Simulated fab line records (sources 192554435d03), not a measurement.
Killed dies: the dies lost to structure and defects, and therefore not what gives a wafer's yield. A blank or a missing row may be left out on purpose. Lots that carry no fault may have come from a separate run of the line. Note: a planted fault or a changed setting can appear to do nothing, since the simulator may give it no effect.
Split-lot trial + flow n5-finfet + 7 lots, 21 wafers read, on a route of 1938 steps

== ABOUT THE SPLIT ==
At N5_BEOL_M13_SPUTTER_44 (material Ta, target thk 10 nm, time 16.13 s), the setting power-w was moved away from the recipe's 15000 W on 6 of the 21 wafers read, by -11.1% to -4.5%. For the rest of the wafers, this setting stayed at what the recipe calls for.

The split's own step is where the reading is taken.

== THE READING ==
Ta_of_BEOL_M13_SPUTTER_44.thk-nm (the simulator's own value, which no gauge read), in nm, at N5_BEOL_M13_SPUTTER_44 (material Ta, target thk 10 nm, time 16.13 s). No usual value for it is given in the file. Across the 15 wafers here that went through the recipe, the average is 10.0 nm and the standard deviation 0.2 nm.

| wafer  | tool, chamber at the split | power-w as run, W | against the recipe | Ta_of_BEOL_M13_SPUTTER_44.thk-nm, nm | against lot-mates on the recipe |
|--------|----------------------------|-------------------|--------------------|--------------------------------------|---------------------------------|
| L074.2 | pvd-sputter-01, -          | 15000             | recipe             | 9.8                                  | -                               |
| L074.4 | pvd-sputter-01, -          | 15000             | recipe             | 9.8                                  | -                               |
| L074.5 | pvd-sputter-01, -          | 15000             | recipe             | 9.8                                  | -                               |
| L075.3 | pvd-sputter-01, -          | 13340             | -11.1%             | 8.6                                  | -1.4                            |
| L075.4 | pvd-sputter-01, -          | 15000             | recipe             | 9.8                                  | -                               |
| L075.5 | pvd-sputter-01, -          | 15000             | recipe             | 10.2                                 | -                               |
| L080.2 | pvd-sputter-01, -          | 15000             | recipe             | 10.4                                 | -                               |
| L080.3 | pvd-sputter-01, -          | 13990             | -6.7%              | 9.2                                  | -1.1                            |
| L080.4 | pvd-sputter-01, -          | 15000             | recipe             | 10.2                                 | -                               |
| L084.1 | pvd-sputter-02, -          | 15000             | recipe             | 10.2                                 | -                               |
| L084.3 | pvd-sputter-02, -          | 15000             | recipe             | 10.2                                 | -                               |
| L084.5 | pvd-sputter-02, -          | 15000             | recipe             | 10                                   | -                               |
| L086.2 | pvd-sputter-01, -          | 15000             | recipe             | 10.2                                 | -                               |
| L086.6 | pvd-sputter-01, -          | 15000             | recipe             | 10.2                                 | -                               |
| L086.4 | pvd-sputter-01, -          | 15000             | recipe             | 10                                   | -                               |
| L091.1 | pvd-sputter-03, -          | 15000             | recipe             | 9.8                                  | -                               |
| L091.4 | pvd-sputter-03, -          | 14320             | -4.5%              | 9.4                                  | -0.4                            |
| L091.6 | pvd-sputter-03, -          | 14320             | -4.5%              | 9.4                                  | -0.4                            |
| L097.3 | pvd-sputter-03, -          | 14300             | -4.7%              | 9.6                                  | -0.4                            |
| L097.4 | pvd-sputter-03, -          | 15000             | recipe             | 10                                   | -                               |
| L097.6 | pvd-sputter-03, -          | 14300             | -4.7%              | 9.4                                  | -0.6                            |

THE FIT
A straight line over all 21 wafers: Ta_of_BEOL_M13_SPUTTER_44.thk-nm changes by +0.129 nm for each +1% of power-w; r = +0.92; the points scatter about the line by 0.18 nm.
The same after taking each lot's own level away (the mean of its wafers on the recipe; 21 wafers): +0.125 nm for each +1%; r = +0.95; scatter 0.13 nm.
The reading moves by 1.4 nm for the largest change in power-w, on that fit.
The span of the lots' own levels, 9.80 to 10.30 nm, comes to 2.6 times the standard deviation stated above.
The two slopes are in agreement: the lot-to-lot level therefore moves the slope only a little.
Check: with one of the wafers moved furthest among these (-11.1%) left out of the fit, the line predicts -1.35 nm for it against its lot-mates. It came out at -1.4 nm against them.

== THE OTHER SPLITS THESE WAFERS WENT THROUGH ==
Note: prior to the reading, these wafers also went through further splits. Each is held against what the fit with the lots' levels taken away leaves over:
| other split on the same wafers | wafers away from the commonest value | r with Ta_of_BEOL_M13_SPUTTER_44.thk-nm (lot level and that fit taken away) |
|--------------------------------|--------------------------------------|-----------------------------------------------------------------------------|
| N5_BEOL_M13_ILD_DEP_00 time-s  | 8                                    | -0.30                                                                       |
| N5_BEOL_M13_SPUTTER_43 time-s  | 9                                    | -0.19                                                                       |

== THE FILE'S OWN FIT ==
Ta_of_BEOL_M13_SPUTTER_44.thk-nm changes by +0.129 nm for each +1% of power-w, r = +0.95.
